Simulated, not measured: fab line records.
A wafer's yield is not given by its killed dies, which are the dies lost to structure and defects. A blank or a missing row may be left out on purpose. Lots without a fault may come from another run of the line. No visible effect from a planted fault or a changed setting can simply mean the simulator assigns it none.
Struck lot and sound lot, side by side -- flow n5 finfet -- 18 out of 1938 route steps
Sound: these wafers, L783.1, L783.2, L783.5. Struck: wafers L789.3, L789.4, L789.5. Last of all comes the cause.
Order at every step that has rows: each side's tool, ch and its chambers, its first start. Under that, the readings that differ: sound wafers -- struck wafers -- difference of the means -- sigmas: that difference in standard deviations of wafers without a fault.
alike: same words and numbers on both sides, and readings whose means sit less than 2 such deviations apart. not compared: any withheld reading, any reading some wafer has no value for, any bound like >300 that may hide the same value, and any number with overlapping values for which the record gives no deviation.
A row with sigmas, a row that says differs or no value, or rows on one side alone: a step with any of these is where the two part. Non-overlapping numbers with no deviation appear without sigmas and do not part them. A reading that every wafer of one side lacks parts them only if that side has two wafers or more.

N5_BEOL_M14_ETCH_68: etches SOC in N2/H2, time 450 s.
  sound on rie diel-05 ch 1,2, day 12 23:22; struck on rie diel-05 ch 1,3, day 14 20:08
  alike: drypump motor current A, oes product au, rf vpp V, showerhead plenum p Torr, throttle valve pct
  not compared: rf hours counter h
then, 3 steps without rows for these wafers: N5_BEOL_M14_STRIP_69 (strips in N2/H2); N5_BEOL_M14_TRENCH_ETCH_34 (etches SiO2 in C4F8/O2/Ar, target depth 556.65 nm, time 126.9 s); N5_BEOL_M14_STRIP_70 (strips in C4F8/O2/Ar).
N5_BEOL_M14_OCD_MEAS_35:
  sound on ocd-02 at day 12 23:48; struck on ocd-02 at day 14 20:34
  alike: trench depth nm
N5_BEOL_M14_STRIP_37: strips in O2.
  sound on rie diel-05 ch 1,2,3, day 13 00:53; struck on rie diel-01 ch 2,3, day 14 21:10
  alike: drypump motor current A, oes product au, rf vpp V, showerhead plenum p Torr, throttle valve pct
  not compared: rf hours counter h
N5_BEOL_M14_ETCH_38: etches SiCN in CF4/N2, target depth 106.5 nm, time 120.6 s.
  sound: rie diel-05 ch 1,2,3; struck: rie diel-01 ch 2,3
  alike: drypump motor current A, oes product au, rf vpp V, showerhead plenum p Torr, throttle valve pct
  not compared: rf hours counter h
then, 4 steps without rows for these wafers: N5_BEOL_M14_PRECLEAN_39 (cleans in residue remover, time 60 s); N5_BEOL_M14_SRD_40 (time 30 s, dry time 30 s); N5_BEOL_M14_DEGAS_41 (time 60 s); N5_BEOL_M14_PRE_CLEAN_42 (time 30 s).
N5_BEOL_M14_SPUTTER_43: material TaN, target thk 15 nm, time 24.19 s.
  sound on pvd sputter-01 at day 13 01:46; struck on pvd sputter-03 at day 14 22:10
  alike: throttle valve pct
N5_BEOL_M14_SPUTTER_44: material Ta, target thk 15 nm, time 24.19 s.
  sound on pvd sputter-01 at day 13 01:50; struck on pvd sputter-03 at day 14 22:15
reading,sound,struck,difference,sigmas
model.Ta_of_BEOL_M14_SPUTTER_44.thk nm (nm),15 15 15.2,23 23.4 22.8,+8,
  alike: throttle valve pct
N5_BEOL_M14_SPUTTER_45: material Cu, target thk 100 nm, time 16.67 s.
  sound on pvd sputter-01 at day 13 01:55; struck on pvd sputter-03 at day 14 22:20
  alike: throttle valve pct
then, 2 steps without rows for these wafers: N5_BEOL_M14_ECD_47 (material Cu, target thk 1248 nm); N5_BEOL_M14_ANNEAL_48 (time 90 s).
N5_BEOL_M14_CMP_49: polishes, stops on SiO2, t overpolish 5.2 s, target thk 560 nm.
  sound on cmp-03 ch 0,2, day 13 02:32; struck on cmp-03 ch 0,2, day 14 22:58
reading,sound,struck,difference,sigmas
barrier field endpoint s (s),12.5 11.7 11.6,15.3 14.6 14.1,+2.7,+7
  alike: motor current A, slurry filter dp kPa
then, 1 step without rows for these wafers: N5_PASSIVATION_PROBE_49.

WHERE THEY PART
Only at N5_BEOL_M14_CMP_49, within this record.

WHY: whatever the simulator had introduced
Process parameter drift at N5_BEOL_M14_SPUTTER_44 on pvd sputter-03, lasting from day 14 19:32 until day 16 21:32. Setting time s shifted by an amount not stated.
